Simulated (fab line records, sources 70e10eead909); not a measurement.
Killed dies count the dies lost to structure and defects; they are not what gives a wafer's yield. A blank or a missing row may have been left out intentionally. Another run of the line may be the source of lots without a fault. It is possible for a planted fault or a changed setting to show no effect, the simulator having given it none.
2 desks looking at one fault -- flow nand_harc -- only its own numbers are on each desk; what lay behind them is given at the end

== METROLOGY DESK ==
What the gauges read for every lot (on any tool): the sampled wafers with a number, averaged. Marked OUT: a lot whose mean sits more than 4 standard deviations from the usual mean, which makes it out of limits; the brackets give that distance.
Columns: A = cd_nm at NHARC_P_GATE_CD_MEAS_59, usual 718.7 nm; B = cd_nm at NHARC_P_GATE_CD_MEAS_91, usual 1998.5 nm
lot,first seen here,A,B
L419,day 5 14:35,718.4,1996.5
L420,day 6 05:33,722.1,1997.7
L421,day 6 05:47,715.7,1997.6
L422,day 6 22:25,717.5,1998.6
L423,day 7 03:59,721.2,2000.2
L424,day 7 14:37,717.2,1997.6
L425,day 8 02:09,723.2,2000.0
L426,day 8 10:50,717.7,1997.5
L434,day 12 09:12,716.0,1997.1
L438,day 13 09:20,723.8,1997.9
L439,day 14 00:34,716.1,1998.0
L440,day 14 15:44,722.7,1997.1
L441,day 14 19:16,716.5,1999.1
This desk's finding: nothing out of limits on any of the 13 lots.

== AT THE TOOL OWNER'S DESK: rie_diel-04 ==
The tool's own readings at NHARC_P_CONTACT_ETCH_31 (etches the open film in CH3F/O2, target depth 30 nm, time 85.7 s): means of the sampled wafers that have a number, for each lot that ran on this tool. Marked OUT: a lot whose mean sits more than 4 standard deviations from the usual mean, which makes it out of limits; the brackets give that distance.
Columns: A = drypump_motor_current_A at NHARC_P_CONTACT_ETCH_31, usual 5.6 A; B = o2_flow_sccm at NHARC_P_CONTACT_ETCH_31, usual 29.99 sccm; C = oes_product_au at NHARC_P_CONTACT_ETCH_31, usual 0.982 a.u.; D = rf_vpp_V at NHARC_P_CONTACT_ETCH_31, usual 244.7 V; E = showerhead_plenum_p_Torr at NHARC_P_CONTACT_ETCH_31, usual 2.48 Torr; F = throttle_valve_pct at NHARC_P_CONTACT_ETCH_31, usual 20.663 %
lot,first seen here,A,B,C,D,E,F
L421,day 6 13:17,5.1,30.05,0.965,243.3,2.42,20.666
L422,day 7 05:59,5.3,30.02,0.987,245.6,2.49,20.663
L423,day 7 11:07,5.2,29.95,0.991,245.2,2.48,20.671
L424,day 7 21:52,5.6,29.95,0.866 (-7.7) OUT,245.9,2.55,20.659
L425,day 8 09:48,5.7,29.94,0.767 (-14) OUT,245.7,2.55,20.666
L434,day 12 16:34,5.5,29.95,0.984,245.8,2.48,20.671
L438,day 13 16:38,5.2,29.94,1.000,245.1,2.48,20.657
L439,day 14 07:55,5.3,29.94,0.989,243.5,2.41,20.668
L440,day 14 23:23,5.4,29.98,0.969,246.3,2.55,20.653
This desk's verdict: out of limits on L424, L425, starting with L424 at day 7 21:52 (oes_product_au at NHARC_P_CONTACT_ETCH_31). L421, L422, L423, L434, L438, L439, L440 stayed within limits.

== PUT TOGETHER ==
On L424, L425, at day 7 21:52, an alarm was possible from the tool owner's desk.
Nothing out of limits was seen by the metrology desk.
The metrology desk holds a record of L424, L425, inside its limits.
On rie_diel-04, each named lot ran NHARC_P_CONTACT_ETCH_31.

== WHAT THE SIMULATOR PUT IN ==
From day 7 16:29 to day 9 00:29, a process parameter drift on rie_diel-04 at NHARC_P_CONTACT_ETCH_31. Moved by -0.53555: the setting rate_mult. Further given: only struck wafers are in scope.
Struck lots among those shown: L424, L425.
Each desk's first reading out of limits, in hours after the fault started: the tool owner's desk, 5.
